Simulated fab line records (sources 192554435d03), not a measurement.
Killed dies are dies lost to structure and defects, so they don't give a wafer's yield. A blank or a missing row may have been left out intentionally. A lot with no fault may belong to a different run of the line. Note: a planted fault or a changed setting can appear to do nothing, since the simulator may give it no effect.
Which tool is to blame? + flow n5 finfet + 6 lots, 18 wafers sampled, at 2 steps of a route of 1938

== WHAT EACH GAUGE READ, for each wafer ==
N5_MIM_TOP_LITHO_OVL_MEAS_11.
| lot  | measured     | on         | MIM_TOP_OVL (nm) |
|------|--------------|------------|------------------|
| L812 | day 13 01:43 | overlay-01 | 14 -3 1          |
| L814 | day 13 21:08 | overlay-01 | 1 2 3            |
| L817 | day 14 05:43 | overlay-01 | 2 -2 4           |
| L825 | day 17 08:22 | overlay-01 | -4 -10 -12       |
| L829 | day 18 09:55 | overlay-02 | 4 3 5            |
| L833 | day 19 07:34 | overlay-01 | 12 -4 8          |

== WHICH TOOL RAN EACH LOT (tool, then ch and the chambers of the sampled wafers, then the start) ==
| lot  | N5_HKMG_FIN_STRIP_92              |
|------|-----------------------------------|
| L812 | rie diel-05 ch 0,1,2, day 4 16:52 |
| L814 | rie diel-04 ch 0,3, day 5 04:12   |
| L817 | rie diel-01 ch 0,3, day 5 21:50   |
| L825 | rie diel-01 ch 0,1,2, day 7 22:44 |
| L829 | rie diel-05 ch 1,3, day 8 22:01   |
| L833 | rie diel-04 ch 1,3, day 10 04:26  |
- N5_HKMG_FIN_STRIP_92: strips SOC in N2/H2, time 20 s.

== THE ANSWER, worked out from the rows above alone ==
Rule: the lots themselves supply what counts as usual. Put in order of their means at a reading, lots are off if they are a third of the lots or fewer, leave a main group of 4 or more, and stand apart from it by a gap of 3 or more times the standard deviation of the main group's means; of several such gaps the widest counts. A main group is skipped when, at the precision printed for the reading in the tables above, its means are all equal. A lot without any number at a reading at which 4 lots or more have one is off too. The other lots that the step has rows for count as sound.
Off: at N5_MIM_TOP_LITHO_OVL_MEAS_11 (MIM_TOP_OVL), L825. The main group has a mean of 3 nm with a standard deviation of 1.5.
A tool fits if, at a process step before that reading, it ran every lot that is off, and no sound lot after the first of them. Those tools and the gauges at N5_MIM_TOP_LITHO_OVL_MEAS_11 are tried in the same way. One candidate fits, namely rie diel-01 at N5_HKMG_FIN_STRIP_92. Its last sound lot is L817 (day 5 21:50), its first lot that is off L825 (day 7 22:44): a fault that began between those two fits.

== WHAT THE SIMULATOR HAD INSERTED ==
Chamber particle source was rie diel-01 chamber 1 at N5_HKMG_FIN_STRIP_92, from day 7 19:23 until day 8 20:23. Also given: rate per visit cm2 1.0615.
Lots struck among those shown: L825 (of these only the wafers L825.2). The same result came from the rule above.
